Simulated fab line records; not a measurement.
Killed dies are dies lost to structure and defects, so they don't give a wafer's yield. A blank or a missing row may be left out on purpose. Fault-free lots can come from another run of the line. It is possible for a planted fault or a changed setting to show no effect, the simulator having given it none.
The tool behind it: which one? || flow n5 finfet || 12 lots, 36 wafers sampled, at 1 step of a route of 1938

== WHAT THE GAUGES READ, wafer by wafer ==
N5_WELL_APT_INSPECT_27: inspects for defects (macro).
{"lot": "L075", "measured": "day 1 21:18", "on": "defect inspect-02", "raw defect count": "3 6 2"}
{"lot": "L077", "measured": "day 2 09:01", "on": "defect inspect-02", "raw defect count": "1 1 2"}
{"lot": "L079", "measured": "day 2 21:17", "on": "defect inspect-02", "raw defect count": "4 0 2"}
{"lot": "L081", "measured": "day 3 09:28", "on": "defect inspect-02", "raw defect count": "1 1 2"}
{"lot": "L083", "measured": "day 3 22:20", "on": "defect inspect-02", "raw defect count": "0 4 2"}
{"lot": "L085", "measured": "day 4 09:10", "on": "defect inspect-02", "raw defect count": "0 2 1"}
{"lot": "L087", "measured": "day 4 21:03", "on": "defect inspect-01", "raw defect count": "3 1 0"}
{"lot": "L089", "measured": "day 5 09:01", "on": "defect inspect-01", "raw defect count": "3 2 2"}
{"lot": "L091", "measured": "day 5 20:58", "on": "defect inspect-02", "raw defect count": "5 3 4"}
{"lot": "L093", "measured": "day 6 08:59", "on": "defect inspect-01", "raw defect count": "2 4 0"}
{"lot": "L095", "measured": "day 6 21:07", "on": "defect inspect-01", "raw defect count": "3 2 1"}
{"lot": "L097", "measured": "day 7 09:02", "on": "defect inspect-02", "raw defect count": "4 1 2"}

== WHAT TOOL EACH LOT RAN ON (gives the tool, then ch and the chambers of the sampled wafers, and finally the start) ==
Before these readings, the record contains no process step.

== THE ANSWER, worked out from the rows above alone ==
Rule: what is usual is taken from the lots themselves. Put in order of their means at a reading, lots are off if they are a third of the lots or fewer, leave a main group of 4 or more, and stand apart from it by a gap of 3 or more times the standard deviation of the main group's means; of several such gaps the widest counts. A main group whose means are all the same, to the digits that the tables above print for the reading, isn't used. A lot without any number at a reading at which 4 lots or more have one is off too. The other lots that the step has rows for count as sound.
Nothing can be told from this: no lot is off at any reading shown.

== WHAT THE SIMULATOR PUT IN ==
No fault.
